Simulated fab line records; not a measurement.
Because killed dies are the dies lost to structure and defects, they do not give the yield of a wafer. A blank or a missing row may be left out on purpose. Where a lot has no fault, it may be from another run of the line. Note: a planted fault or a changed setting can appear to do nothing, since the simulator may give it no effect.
One fault through the eyes of 2 desks	flow nandHarc	each desk holds nothing but its own numbers, with what lay behind them at the end

AT THE TOOL OWNER'S DESK: rieMetal-03
The tool's own readings at NHARC_A_WL_FILL_ETCHBACK_17 (etches the open film in Cl2/BCl3, target depth 4 nm, time 26.7 s): means of the sampled wafers that have a number, for each lot that ran on this tool. If a lot's mean is further than 4 standard deviations from the usual mean, the lot is out of limits and carries the mark OUT (the distance appears in the brackets).
Columns: A = drypumpMotorCurrentA at NHARC_A_WL_FILL_ETCHBACK_17, usual 5.3 A; B = oesProductAu at NHARC_A_WL_FILL_ETCHBACK_17, usual 1.000 a.u.; C = runLengthS at NHARC_A_WL_FILL_ETCHBACK_17, usual 47.9 s
lot	first seen here	A	B	C
L550	day 22 02:20	5.3	0.995	47.6
L557	day 24 21:00	5.3	1.003	45.0 (-8.4) OUT
L558	day 25 09:56	5.2	0.994	45.1 (-8.3) OUT
L568	day 28 23:06	5.5	1.006	47.6
This desk's finding: out of limits on L557, L558; first on L557, day 24 21:00 (runLengthS at NHARC_A_WL_FILL_ETCHBACK_17). Within limits: L550, L568.

FROM THE METROLOGY DESK
Means of the sampled wafers that have a number, per lot and without regard to the tool the lot ran on: this is what the gauges read. If a lot's mean is further than 4 standard deviations from the usual mean, the lot is out of limits and carries the mark OUT (the distance appears in the brackets).
Columns: A = cdNm at NHARC_A_SLIT_CD_MEAS_21, usual 289.7 nm
lot	first seen here	A
L548	day 20 06:01	289.6
L549	day 20 13:44	289.4
L550	day 21 07:47	288.9
L551	day 21 07:56	289.4
L557	day 24 02:15	289.6
L558	day 24 12:58	289.5
L563	day 26 09:58	290.3
L565	day 26 16:22	290.7
L568	day 28 02:56	289.4
L567	day 28 06:16	290.3
L569	day 28 23:47	290.4
L571	day 29 10:13	289.0
This desk found nothing out of limits on any of the 12 lots.

BROUGHT TOGETHER
The tool owner's desk could have raised an alarm at day 24 21:00, on L557, L558.
The metrology desk saw nothing out of limits.
The metrology desk holds a record of L557, L558, inside its limits.
NHARC_A_WL_FILL_ETCHBACK_17 was run on rieMetal-03 by each of the lots named.

WHAT WAS PUT IN BY THE SIMULATOR
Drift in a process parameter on rieMetal-03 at NHARC_A_WL_FILL_ETCHBACK_17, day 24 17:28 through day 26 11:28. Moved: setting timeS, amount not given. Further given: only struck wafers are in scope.
Lots struck among those shown: L557, L558.
Hours from the fault's start to each desk's first reading out of limits: the tool owner's desk, 4.
